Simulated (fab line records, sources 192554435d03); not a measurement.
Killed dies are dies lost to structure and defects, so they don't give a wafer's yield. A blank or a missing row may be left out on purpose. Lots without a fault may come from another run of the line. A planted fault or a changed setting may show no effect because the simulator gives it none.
One fault seen from 2 desks | flow n5_finfet | each desk has only its own numbers; what lay behind them comes last

THE TOOL OWNER'S DESK: rie_si-03
The tool's own readings at N5_BEOL_M0_SAQP_ETCH_102 (etches SiO2 in CF4, target depth 4 nm, time 4.4 s): means of the sampled wafers that have a number, for each lot that ran on this tool. A lot is out of limits, marked OUT, if its mean lies more than 4 standard deviations from the usual mean; the brackets give that distance.
Columns: A = drypump_motor_current_A at N5_BEOL_M0_SAQP_ETCH_102, usual 5.7 A; B = oes_product_au at N5_BEOL_M0_SAQP_ETCH_102, usual 0.990 a.u.; C = rf_fwd_power_W at N5_BEOL_M0_SAQP_ETCH_102, usual 788 W; D = throttle_valve_pct at N5_BEOL_M0_SAQP_ETCH_102, usual 21.92 %
lot  | first seen here | A   | B               | C   | D
L833 | day 7 07:43     | 6.0 | 1.047           | 784 | 22.00
L837 | day 8 03:21     | 5.1 | 1.222 (+10) OUT | 794 | 22.34
L847 | day 11 02:48    | 6.0 | 0.968           | 785 | 21.96
This desk's finding: out of limits on L837; first on L837, day 8 03:21 (oes_product_au at N5_BEOL_M0_SAQP_ETCH_102). In limits: L833, L847.

THE METROLOGY DESK
What the gauges read, lot by lot, whatever tool the lot ran on: means of the sampled wafers that have a number. A lot is out of limits, marked OUT, if its mean lies more than 4 standard deviations from the usual mean; the brackets give that distance. Of its 11 readings 7 are shown: those that lie furthest out on some lot.
Columns: A = DIBL_N at N5_BEOL_M4_RC_MEAS_101, usual 35.9 mV/V; B = IOFF_P at N5_BEOL_M4_RC_MEAS_101, usual 0.21 nA/um; C = ION_P at N5_BEOL_M4_RC_MEAS_101, usual 461 uA/um; D = SS_N at N5_BEOL_M4_RC_MEAS_101, usual 71.4 mV/dec; E = SS_P at N5_BEOL_M4_RC_MEAS_101, usual 73.2 mV/dec; F = VT_N at N5_BEOL_M4_RC_MEAS_101, usual 249.3 mV; G = VT_P at N5_BEOL_M4_RC_MEAS_101, usual -250 mV
lot  | first seen here | A    | B    | C   | D    | E    | F     | G
L829 | day 6 18:16     | 34.8 | 0.21 | 470 | 71.4 | 72.3 | 250.1 | -249
L833 | day 7 07:35     | 34.8 | 0.19 | 457 | 71.1 | 72.7 | 251.6 | -251
L837 | day 8 03:12     | 34.4 | 0.19 | 460 | 70.7 | 72.2 | 254.1 | -252
L843 | day 9 18:32     | 36.2 | 0.19 | 452 | 72.0 | 73.0 | 250.6 | -252
L846 | day 10 09:56    | 35.0 | 0.23 | 465 | 71.8 | 73.3 | 249.7 | -248
L847 | day 11 02:39    | 36.2 | 0.15 | 450 | 71.1 | 73.0 | 251.8 | -257
This desk's finding: nothing out of limits on any of the 6 lots.

PUT TOGETHER
The tool owner's desk could have raised an alarm at day 8 03:21, on L837.
The metrology desk saw nothing out of limits.
The metrology desk has L837 on record, within its limits.
Of the lots named, all ran N5_BEOL_M0_SAQP_ETCH_102 on rie_si-03.

WHAT THE SIMULATOR HAD PUT IN
Process parameter drift: rie_si-03, from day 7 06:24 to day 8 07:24, at N5_BEOL_M0_SAQP_ETCH_102. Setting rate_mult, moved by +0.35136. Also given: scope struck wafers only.
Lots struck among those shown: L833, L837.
Hours from the fault's start to each desk's first reading out of limits: the tool owner's desk, 21.
